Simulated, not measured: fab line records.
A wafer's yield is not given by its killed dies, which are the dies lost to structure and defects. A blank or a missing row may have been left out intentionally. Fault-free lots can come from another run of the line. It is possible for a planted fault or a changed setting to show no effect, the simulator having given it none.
Which of the tools did it?    flow n5-finfet    8 lots with 24 wafers sampled at 5 steps, on a route of 1938 steps

== WHAT EACH GAUGE READ, for each wafer ==
N5_BEOL_M4_RC_MEAS_101. Usual: DIBL_N 36.3 mV/V, standard deviation 1.1; DIBL_P 36.3 mV/V, standard deviation 1.4; IOFF_N 0.155 nA/um, standard deviation 0.019; IOFF_P 0.211 nA/um, standard deviation 0.027; ION_N 672 uA/um, standard deviation 8.5; ION_P 462 uA/um, standard deviation 5.8; SS_N 71.5 mV/dec, standard deviation 0.56; SS_P 73.3 mV/dec, standard deviation 0.52; VT_N 249.9 mV, standard deviation 2.5; VT_P -249.8 mV, standard deviation 2.8.
lot   measured      on         DIBL_N (mV/V)   DIBL_P (mV/V)   IOFF_N (nA/um)     IOFF_P (nA/um)     ION_N (uA/um)  ION_P (uA/um)  SS_N (mV/dec)   SS_P (mV/dec)   VT_N (mV)          VT_P (mV)             flag
L844  day 9 18:11   prober-01  37.5 37.8 35.0  38.2 39.5 35.7  0.185 0.200 0.143  0.238 0.248 0.190  676 675 670    460 459 463    71.3 73.1 71.3  74.3 74.2 73.0  247.9 245.3 250.0  -248.6 -248.1 -251.1  
L845  day 10 12:52  prober-01  35.6 34.9 35.7  36.9 35.4 35.9  0.152 0.134 0.153  0.178 0.170 0.178  669 670 671    451 456 455    71.1 71.3 72.0  73.6 73.3 73.3  248.7 249.2 251.5  -253.7 -252.4 -253.4  
L853  day 14 10:34  prober-02  36.8 37.9 37.7  35.7 37.1 37.4  0.137 0.163 0.156  0.201 0.222 0.216  677 675 672    467 468 461    70.4 71.6 71.7  72.5 73.2 74.0  250.5 249.0 248.3  -250.7 -246.1 -251.8  
L856  day 15 10:38  prober-01  36.8 34.9 37.2  37.0 35.0 37.4  0.144 0.116 0.153  0.238 0.204 0.250  663 650 665    460 455 460    72.3 71.6 72.1  73.7 72.6 73.7  251.8 257.1 251.9  -247.6 -250.4 -248.8  
L857  day 15 19:02  prober-02  36.0 34.5 36.7  35.6 33.9 36.1  0.151 0.128 0.169  0.238 0.210 0.253  667 662 682    468 464 467    71.7 70.8 71.6  73.2 72.8 72.9  248.3 253.7 245.5  -246.1 -245.9 -243.8  
L864  day 16 08:40  prober-01  34.9 34.3 34.9  37.6 36.8 36.6  0.168 0.150 0.157  0.241 0.235 0.232  668 673 665    470 472 465    70.4 71.7 71.8  73.3 73.1 72.6  247.3 249.5 251.7  -247.3 -244.4 -248.7  
L865  day 17 17:07  prober-01  35.6 36.3 36.0  35.2 34.7 35.2  0.158 0.159 0.158  0.210 0.200 0.205  682 666 675    464 459 458    72.1 72.0 71.3  73.3 73.4 73.0  248.2 249.2 249.8  -248.4 -250.9 -249.2  
L866  day 16 04:41  prober-02  37.2 38.7 37.2  36.6 36.8 35.6  0.171 0.196 0.161  0.241 0.250 0.223  678 671 674    467 461 464    72.2 72.8 71.9  73.7 73.2 73.3  251.6 246.3 247.5  -246.2 -246.9 -249.5  

== EACH LOT AND THE TOOL THAT RAN IT (in order: tool; ch and the chambers of the sampled wafers; start) ==
lot   N5_HKMG_FIN_ETCH_31                N5_HKMG_FIN_STRIP_34               N5_HKMG_FIN_ETCH_35                N5_GATE_CUT_ETCH_58
L844  rie-diel-05 ch 0,2, day 4 14:10    rie-diel-05 ch 0,2, day 4 14:25    rie-diel-05 ch 0,2, day 4 14:26    rie-diel-03 ch 0,2,3, day 4 18:56
L845  rie-diel-02 ch 1,2,3, day 4 14:53  rie-diel-02 ch 1,2,3, day 4 15:08  rie-diel-02 ch 1,2,3, day 4 15:09  rie-diel-03 ch 2,3, day 4 19:37
L853  rie-diel-02 ch 0,3, day 6 16:36    rie-diel-02 ch 0,3, day 6 16:51    rie-diel-02 ch 0,3, day 6 16:52    rie-diel-03 ch 0,1, day 6 21:23
L856  rie-diel-05 ch 0,1,2, day 7 10:57  rie-diel-05 ch 0,1,2, day 7 11:12  rie-diel-05 ch 0,1,2, day 7 11:13  rie-diel-03 ch 0,1,2, day 7 15:49
L857  rie-diel-02 ch 0,1,3, day 7 15:19  rie-diel-02 ch 0,1,3, day 7 15:34  rie-diel-02 ch 0,1,3, day 7 15:35  rie-diel-06 ch 1,2, day 7 20:04
L864  rie-diel-02 ch 2,3, day 9 10:23    rie-diel-02 ch 2,3, day 9 10:37    rie-diel-02 ch 2,3, day 9 10:38    rie-diel-06 ch 0,1,3, day 9 15:03
L865  rie-diel-04 ch 0,2,3, day 9 17:00  rie-diel-04 ch 0,2,3, day 9 17:14  rie-diel-04 ch 0,2,3, day 9 17:16  rie-diel-01 ch 0,1,3, day 9 22:15
L866  rie-diel-05 ch 0,3, day 10 02:38   rie-diel-05 ch 0,3, day 10 02:53   rie-diel-05 ch 0,3, day 10 02:54   rie-diel-03 ch 1,3, day 10 07:41
- N5_HKMG_FIN_ETCH_31: etches SiARC in CF4, target depth 45.5 nm, time 75.8 s.
- N5_HKMG_FIN_STRIP_34: strips in CF4.
- N5_HKMG_FIN_ETCH_35: etches SOC in N2/H2, target depth 215.8 nm, time 243.4 s.
- N5_GATE_CUT_ETCH_58: etches SiNx in CH3F/O2, target depth 17 nm, time 128.6 s.

== AS READ BY THE TOOLS THEMSELVES (means over the sampled wafers that have a number; for cases with no such wafer, the mark the record gives instead) ==
N5_HKMG_FIN_ETCH_31. Usual: bias-w 36.00 W, standard deviation 0.1; cf4-flow-sccm 100.0 sccm, standard deviation 0.3; chamber-pressure-mTorr 40.00 mTorr, standard deviation 0.04; drypump-motor-current-A 5.8 A, standard deviation 0.41; etch-rf-on-time-s 76.1 s, standard deviation 1; oes-product-au 0.65 a.u., standard deviation 0.069; rf-vpp-V 184.4 V, standard deviation 1.2; showerhead-plenum-p-Torr 2.16 Torr, standard deviation 0.081; throttle-valve-pct 15.70 %, standard deviation 0.15.
lot   tool         bias-w (W)  cf4-flow-sccm (sccm)  chamber-pressure-mTorr (mTorr)  drypump-motor-current-A (A)  etch-rf-on-time-s (s)  oes-product-au (a.u.)  rf-vpp-V (V)  showerhead-plenum-p-Torr (Torr)  throttle-valve-pct (%)  flag
L844  rie-diel-05  35.90       100.0                 39.98                           6.1                          76.4                   0.60                   185.1         2.20                             15.91                   
L845  rie-diel-02  35.97       99.9                  40.01                           5.7                          76.7                   0.68                   184.4         2.18                             15.62                   
L853  rie-diel-02  35.98       100.1                 40.00                           5.6                          77.4                   0.65                   181.8         2.06                             15.68                   
L856  rie-diel-05  36.12       99.9                  40.04                           5.8                          75.6                   0.66                   184.6         2.14                             15.73                   
L857  rie-diel-02  35.94       100.0                 39.99                           5.6                          76.0                   0.64                   184.0         2.11                             15.64                   
L864  rie-diel-02  36.01       99.9                  39.99                           5.7                          76.8                   0.67                   185.8         2.18                             15.70                   
L865  rie-diel-04  36.08       100.1                 39.99                           5.4                          75.3                   0.67                   184.4         2.20                             15.68                   
L866  rie-diel-05  35.98       100.3                 40.01                           6.4                          75.6                   0.71                   184.4         2.19                             15.58                   

N5_HKMG_FIN_STRIP_34. Usual: chamber-pressure-mTorr is 50.00 mTorr with standard deviation 0.051, drypump-motor-current-A is 5.8 A with standard deviation 0.41, oes-product-au is 0.76 a.u. with standard deviation 0.076, power-w is 300.0 W with standard deviation 0.81, rf-vpp-V is 271.5 V with standard deviation 1.5, showerhead-plenum-p-Torr is 1.81 Torr with standard deviation 0.067, and throttle-valve-pct is 13.67 % with standard deviation 0.17.
lot   tool         chamber-pressure-mTorr (mTorr)  drypump-motor-current-A (A)  oes-product-au (a.u.)  power-w (W)  rf-vpp-V (V)  showerhead-plenum-p-Torr (Torr)  throttle-valve-pct (%)  flag
L844  rie-diel-05  49.96                           6.1                          0.71                   299.6        271.9         1.84                             13.90                   
L845  rie-diel-02  50.02                           5.7                          0.79                   299.9        272.3         1.83                             13.58                   
L853  rie-diel-02  50.00                           5.6                          0.77                   300.9        269.5         1.73                             13.65                   
L856  rie-diel-05  50.02                           5.8                          0.77                   299.5        271.8         1.79                             13.70                   
L857  rie-diel-02  50.05                           5.7                          0.74                   300.4        270.2         1.77                             13.62                   
L864  rie-diel-02  49.99                           5.6                          0.77                   299.1        272.2         1.83                             13.67                   
L865  rie-diel-04  50.05                           5.4                          0.76                   300.6        272.3         1.84                             13.68                   
L866  rie-diel-05  50.01                           6.4                          0.82                   300.0        272.1         1.83                             13.54                   

N5_HKMG_FIN_ETCH_35. Usual: bias-w is 5.000 W with standard deviation 0.014, chamber-pressure-mTorr is 29.998 mTorr with standard deviation 0.026, drypump-motor-current-A is 5.8 A with standard deviation 0.41, oes-product-au is 0.76 a.u. with standard deviation 0.081, rf-vpp-V is 141.6 V with standard deviation 1.1, showerhead-plenum-p-Torr is 2.57 Torr with standard deviation 0.1, and throttle-valve-pct is 17.97 % with standard deviation 0.15.
lot   tool         bias-w (W)  chamber-pressure-mTorr (mTorr)  drypump-motor-current-A (A)  oes-product-au (a.u.)  rf-vpp-V (V)  showerhead-plenum-p-Torr (Torr)  throttle-valve-pct (%)  flag
L844  rie-diel-05  5.018       29.987                          6.1                          0.70                   142.0         2.62                             18.23                   
L845  rie-diel-02  5.001       29.989                          5.7                          0.80                   141.6         2.60                             17.91                   
L853  rie-diel-02  5.008       30.017                          5.6                          0.76                   140.7         2.44                             17.92                   
L856  rie-diel-05  4.995       29.984                          5.8                          0.77                   141.4         2.55                             18.05                   
L857  rie-diel-02  5.004       30.008                          5.7                          0.75                   141.0         2.50                             17.85                   
L864  rie-diel-02  4.998       30.002                          5.6                          0.78                   141.4         2.60                             18.05                   
L865  rie-diel-04  5.000       30.000                          5.5                          0.78                   142.9         2.61                             17.92                   
L866  rie-diel-05  5.014       30.012                          6.4                          0.83                   142.1         2.61                             17.93                   

N5_GATE_CUT_ETCH_58. Usual: CH3F_flow_sccm 30.01 sccm, standard deviation 0.097; O2_flow_sccm 20.00 sccm, standard deviation 0.065; chamber-pressure-mTorr 29.998 mTorr, standard deviation 0.026; drypump-motor-current-A 5.9 A, standard deviation 0.37; oes-product-au 0.81 a.u., standard deviation 0.087; rf-vpp-V 99.1 V, standard deviation 0.84; showerhead-plenum-p-Torr 2.00 Torr, standard deviation 0.059; throttle-valve-pct 16.29 %, standard deviation 0.18.
lot   tool         CH3F_flow_sccm (sccm)  O2_flow_sccm (sccm)  chamber-pressure-mTorr (mTorr)  drypump-motor-current-A (A)  oes-product-au (a.u.)  rf-vpp-V (V)  showerhead-plenum-p-Torr (Torr)  throttle-valve-pct (%)  flag
L844  rie-diel-03  30.00                  20.01                29.981                          6.0                          0.88                   98.8          1.98                             16.20                   
L845  rie-diel-03  30.03                  19.96                29.993                          6.0                          0.88                   99.6          2.01                             16.14                   
L853  rie-diel-03  30.02                  20.00                29.988                          5.7                          0.83                   99.7          2.00                             16.31                   
L856  rie-diel-03  -                      -                    -                               -                            -                      -             -                                -                       OFF
L857  rie-diel-06  -                      -                    -                               -                            -                      -             -                                -                       OFF
L864  rie-diel-06  30.00                  19.89                29.995                          6.2                          0.79                   99.0          1.98                             16.28                   
L865  rie-diel-01  29.96                  19.99                29.974                          5.7                          0.83                   98.5          1.96                             16.34                   
L866  rie-diel-03  29.92                  20.00                30.011                          5.5                          0.73                   98.9          2.01                             16.20                   

== THE ANSWER, worked out from the rows above alone ==
Rule: a lot counts as off when the mean over its wafers that have a number is more than 3 standard deviations away from the usual mean. Also off: a lot with no number at a reading for which 4 or more lots have one. Any other lot the step has rows for is counted as sound. The gauges are gone through in route order, then the tools' own readings, and for those a lot's mean is taken as printed above. The first step at which some lot is off is used, and at that step the reading that is off furthest; a lot without a number counts as furthest.
Off: L856, L857, at N5_GATE_CUT_ETCH_58 (CH3F_flow_sccm). Without a number there: L856, L857.
If a tool, at that step or one of the process steps before it, ran each lot that is off and ran no sound lot following the first of them, it fits. No candidate that was tried fits.

== WHAT THE SIMULATOR HAD INSERTED ==
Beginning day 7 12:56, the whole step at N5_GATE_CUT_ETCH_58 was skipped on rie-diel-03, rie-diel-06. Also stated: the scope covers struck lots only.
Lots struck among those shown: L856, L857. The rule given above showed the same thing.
